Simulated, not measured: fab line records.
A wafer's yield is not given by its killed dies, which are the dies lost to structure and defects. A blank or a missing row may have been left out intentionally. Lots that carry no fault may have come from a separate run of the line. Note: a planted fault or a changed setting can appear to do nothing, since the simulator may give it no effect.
Which tool did it? | flow n5 finfet | 11 lots with 29 wafers sampled at 5 steps, on a route of 1938 steps

## WHAT THE GAUGES READ, wafer by wafer
N5_BEOL_M4_RC_MEAS_101. Usual: DIBL_N 35.1 mV/V, standard deviation 1.5; DIBL_P 35.2 mV/V, standard deviation 2; IOFF_N 0.146 nA/um, standard deviation 0.028; IOFF_P 0.20 nA/um, standard deviation 0.036; ION_N 670 uA/um, standard deviation 12; ION_P 462 uA/um, standard deviation 8.2; SS_N 71.2 mV/dec, standard deviation 0.63; SS_P 73.1 mV/dec, standard deviation 0.7; VT_N 250 mV, standard deviation 3.6; VT_P -251 mV, standard deviation 3.3.
lot  | measured     | on        | DIBL_N (mV/V)  | DIBL_P (mV/V)  | IOFF_N (nA/um)    | IOFF_P (nA/um) | ION_N (uA/um) | ION_P (uA/um) | SS_N (mV/dec)  | SS_P (mV/dec)  | VT_N (mV)   | VT_P (mV)      | flag
L482 | day 8 03:03  | prober-01 | 36.7 34.2 35.7 | 36.8 34.3 35.8 | 0.158 0.117 0.134 | 0.21 0.17 0.19 | 646 669 655   | 448 460 453   | 72.1 70.9 71.5 | 72.9 72.4 72.8 | 253 255 255 | -252 -253 -253 |
L481 | day 8 22:20  | prober-02 | 32.4 36.0      | 32.2 37.7      | 0.104 0.163       | 0.16 0.24      | 659 668       | 454 465       | 70.0 71.6      | 72.6 73.4      | 254 248     | -251 -250      |
L483 | day 8 23:31  | prober-02 | 37.9 36.7 37.4 | 38.4 36.5 37.5 | 0.224 0.184 0.204 | 0.29 0.26 0.29 | 698 659 689   | 474 458 469   | 71.8 71.6 72.0 | 73.8 74.0 73.9 | 242 247 246 | -245 -246 -245 |
L485 | day 9 02:35  | prober-02 | 37.0 36.6      | 38.1 38.4      | 0.178 0.183       | 0.21 0.22      | 667 674       | 455 467       | 71.7 71.6      | 74.1 74.4      | 250 246     | -252 -251      |
L492 | day 11 23:13 | prober-01 | 37.6 35.0 34.9 | 37.8 33.7 35.0 | 0.180 0.141 0.143 | 0.23 0.17 0.18 | 672 659 673   | 458 449 454   | 71.6 71.5 70.8 | 73.6 72.5 73.1 | 250 249 254 | -250 -257 -251 |
L494 | day 12 04:23 | prober-02 | 34.0 33.5      | 34.2 33.2      | 0.123 0.112       | 0.16 0.15      | 674 660       | 457 455       | 70.9 70.4      | 72.8 72.2      | 253 252     | -256 -255      |
L493 | day 12 02:44 | prober-01 | 34.1 35.3 36.3 | 33.7 34.8 36.0 | 0.121 0.141 0.159 | 0.22 0.23 0.24 | 665 673 676   | 469 471 470   | 71.1 72.1 71.7 | 72.8 73.8 73.4 | 249 249 249 | -246 -246 -247 |
L495 | day 11 23:38 | prober-02 | 33.3 32.8 35.4 | 33.7 34.1 36.4 | 0.127 0.126 0.161 | 0.19 0.19 0.24 | 666 664 675   | 462 464 469   | 70.3 70.7 71.8 | 72.5 72.5 73.6 | 251 251 247 | -249 -251 -247 |
L497 | day 12 08:22 | prober-02 | 36.0 32.7      | 35.4 31.6      | 0.151 0.103       | 0.20 0.15      | 675 652       | 464 454       | 71.0 70.4      | 73.1 72.0      | 251 256     | -251 -256      |
L498 | day 13 03:28 | prober-02 | 33.3 35.9 33.4 | 32.2 36.0 32.5 | 0.128 0.176 0.126 | 0.20 0.25 0.20 | 673 685 666   | 473 478 467   | 70.5 70.3 70.4 | 72.3 73.8 72.7 | 248 243 249 | -247 -244 -251 |
L503 | day 14 15:52 | prober-01 | 34.9 36.2 35.0 | 36.4 37.9 36.3 | 0.155 0.173 0.146 | 0.21 0.23 0.20 | 684 678 675   | 468 465 472   | 71.1 71.8 71.4 | 73.1 74.0 73.0 | 248 246 248 | -249 -250 -250 |

## WHICH TOOL RAN EACH LOT (tool, then ch and the chambers of the sampled wafers, then the start)
lot  | N5_BEOL_M1_ANNEAL_49         | N5_BEOL_M1_SPUTTER_90        | N5_BEOL_M1_ANNEAL_91         | N5_BEOL_M1_ANNEAL_95
L482 | pvd sputter-01, day 6 18:23  | pvd sputter-01, day 6 19:25  | pvd sputter-01, day 6 19:29  | pvd sputter-01, day 6 19:56
L481 | pvd sputter-03, day 6 23:13  | pvd sputter-03, day 7 00:14  | pvd sputter-03, day 7 00:19  | pvd sputter-03, day 7 00:46
L483 | pvd sputter-02, day 6 23:23  | pvd sputter-02, day 7 00:24  | pvd sputter-02, day 7 00:29  | pvd sputter-02, day 7 00:55
L485 | pvd sputter-01, day 7 11:41  | pvd sputter-01, day 7 12:42  | pvd sputter-01, day 7 12:47  | pvd sputter-01, day 7 13:13
L492 | pvd sputter-01, day 9 23:53  | pvd sputter-01, day 10 00:55 | pvd sputter-01, day 10 00:59 | pvd sputter-01, day 10 01:26
L494 | pvd sputter-02, day 10 01:04 | pvd sputter-02, day 10 02:03 | pvd sputter-02, day 10 02:10 | pvd sputter-02, day 10 02:36
L493 | pvd sputter-03, day 10 02:28 | pvd sputter-03, day 10 03:37 | pvd sputter-03, day 10 03:42 | pvd sputter-03, day 10 04:12
L495 | pvd sputter-02, day 10 04:56 | pvd sputter-02, day 10 05:57 | pvd sputter-02, day 10 06:02 | pvd sputter-02, day 10 06:28
L497 | pvd sputter-03, day 10 20:49 | pvd sputter-03, day 10 21:50 | pvd sputter-03, day 10 21:55 | pvd sputter-03, day 10 22:22
L498 | pvd sputter-03, day 11 05:01 | pvd sputter-03, day 11 06:02 | pvd sputter-03, day 11 06:07 | pvd sputter-03, day 11 06:33
L503 | pvd sputter-02, day 12 07:42 | pvd sputter-02, day 12 08:43 | pvd sputter-02, day 12 08:48 | pvd sputter-02, day 12 09:14
- N5_BEOL_M1_ANNEAL_49: time 240 s.
- N5_BEOL_M1_SPUTTER_90: material Cu, target thk 4.5 nm, time 8.29 s.
- N5_BEOL_M1_ANNEAL_91: time 240 s.
- N5_BEOL_M1_ANNEAL_95: time 240 s.

## AS READ BY THE TOOLS THEMSELVES (means over the sampled wafers that have a number; for cases with no such wafer, the mark the record gives instead)
N5_BEOL_M1_ANNEAL_49. Usual: heater power w 846 W, standard deviation 100; susceptor temp C 400.01 C, standard deviation 0.23.
lot  | tool           | heater power w (W) | susceptor temp C (C) | flag
L482 | pvd sputter-01 | 803                | 400.15               |
L481 | pvd sputter-03 | 790                | 400.01               |
L483 | pvd sputter-02 | 842                | 400.07               |
L485 | pvd sputter-01 | 948                | 399.95               |
L492 | pvd sputter-01 | 837                | 399.74               |
L494 | pvd sputter-02 | 808                | 400.16               |
L493 | pvd sputter-03 | 751                | 399.86               |
L495 | pvd sputter-02 | 791                | 400.01               |
L497 | pvd sputter-03 | 788                | 400.13               |
L498 | pvd sputter-03 | 802                | 399.93               |
L503 | pvd sputter-02 | 836                | 399.73               |

N5_BEOL_M1_SPUTTER_90. Usual: chamber pressure pa 0.07 Pa, standard deviation 0.00013; susceptor temp C -20.00 C, standard deviation 0.11; throttle valve pct 29.9 %, standard deviation 0.96.
lot  | tool           | chamber pressure pa (Pa) | susceptor temp C (C) | throttle valve pct (%) | flag
L482 | pvd sputter-01 | 0.07                     | -19.95               | 29.7                   |
L481 | pvd sputter-03 | 0.07                     | -20.02               | 30.5                   |
L483 | pvd sputter-02 | 0.07                     | -19.90               | 29.5                   |
L485 | pvd sputter-01 | 0.07                     | -20.00               | 28.9                   |
L492 | pvd sputter-01 | 0.08                     | -20.02               | 30.0                   | OFF
L494 | pvd sputter-02 | 0.07                     | -20.10               | 29.6                   |
L493 | pvd sputter-03 | 0.07                     | -20.01               | 30.4                   |
L495 | pvd sputter-02 | 0.07                     | -20.00               | 30.3                   |
L497 | pvd sputter-03 | 0.07                     | -20.02               | 30.6                   |
L498 | pvd sputter-03 | 0.07                     | -19.89               | 30.0                   |
L503 | pvd sputter-02 | 0.07                     | -19.95               | 29.8                   |

N5_BEOL_M1_ANNEAL_91. Usual: heater power w 848 W, standard deviation 100; susceptor temp C 400.01 C, standard deviation 0.21.
lot  | tool           | heater power w (W) | susceptor temp C (C) | flag
L482 | pvd sputter-01 | 807                | 400.05               |
L481 | pvd sputter-03 | 796                | 400.12               |
L483 | pvd sputter-02 | 857                | 400.10               |
L485 | pvd sputter-01 | 929                | 399.93               |
L492 | pvd sputter-01 | 834                | 400.21               |
L494 | pvd sputter-02 | 811                | 399.81               |
L493 | pvd sputter-03 | 760                | 400.00               |
L495 | pvd sputter-02 | 765                | 400.03               |
L497 | pvd sputter-03 | 790                | 399.76               |
L498 | pvd sputter-03 | 801                | 400.10               |
L503 | pvd sputter-02 | 836                | 400.02               |

N5_BEOL_M1_ANNEAL_95. Usual: heater power w 847 W, standard deviation 100; susceptor temp C 400.02 C, standard deviation 0.23.
lot  | tool           | heater power w (W) | susceptor temp C (C) | flag
L482 | pvd sputter-01 | 797                | 400.02               |
L481 | pvd sputter-03 | 788                | 399.89               |
L483 | pvd sputter-02 | 854                | 400.22               |
L485 | pvd sputter-01 | 944                | 399.99               |
L492 | pvd sputter-01 | 830                | 400.01               |
L494 | pvd sputter-02 | 810                | 400.20               |
L493 | pvd sputter-03 | 752                | 400.01               |
L495 | pvd sputter-02 | 796                | 399.93               |
L497 | pvd sputter-03 | 778                | 399.94               |
L498 | pvd sputter-03 | 807                | 399.91               |
L503 | pvd sputter-02 | 844                | 399.75               |

## THE ANSWER, worked out from the rows above alone
Rule: lot off if the mean of its wafers having a number is beyond 3 standard deviations from the usual mean. Also off: a lot with no number at a reading for which 4 or more lots have one. The other lots that the step has rows for count as sound. Order of review: gauges by route order, followed by the tools' own readings, for which a lot's mean as printed above is used. At the first step where some lot is off, the reading lying furthest off is the one used; lots without a number count as furthest.
Off: L492 (N5_BEOL_M1_SPUTTER_90, chamber pressure pa).
A tool fits if, at that step or a process step before it, it ran every lot that is off, and no sound lot after the first of them. One fits: pvd sputter-01 at N5_BEOL_M1_ANNEAL_49 and N5_BEOL_M1_SPUTTER_90. At N5_BEOL_M1_ANNEAL_49 its last sound lot is L485 (day 7 11:41), its first lot that is off L492 (day 9 23:53): a fault that began between those two fits.

## WHAT THE SIMULATOR HAD INSERTED
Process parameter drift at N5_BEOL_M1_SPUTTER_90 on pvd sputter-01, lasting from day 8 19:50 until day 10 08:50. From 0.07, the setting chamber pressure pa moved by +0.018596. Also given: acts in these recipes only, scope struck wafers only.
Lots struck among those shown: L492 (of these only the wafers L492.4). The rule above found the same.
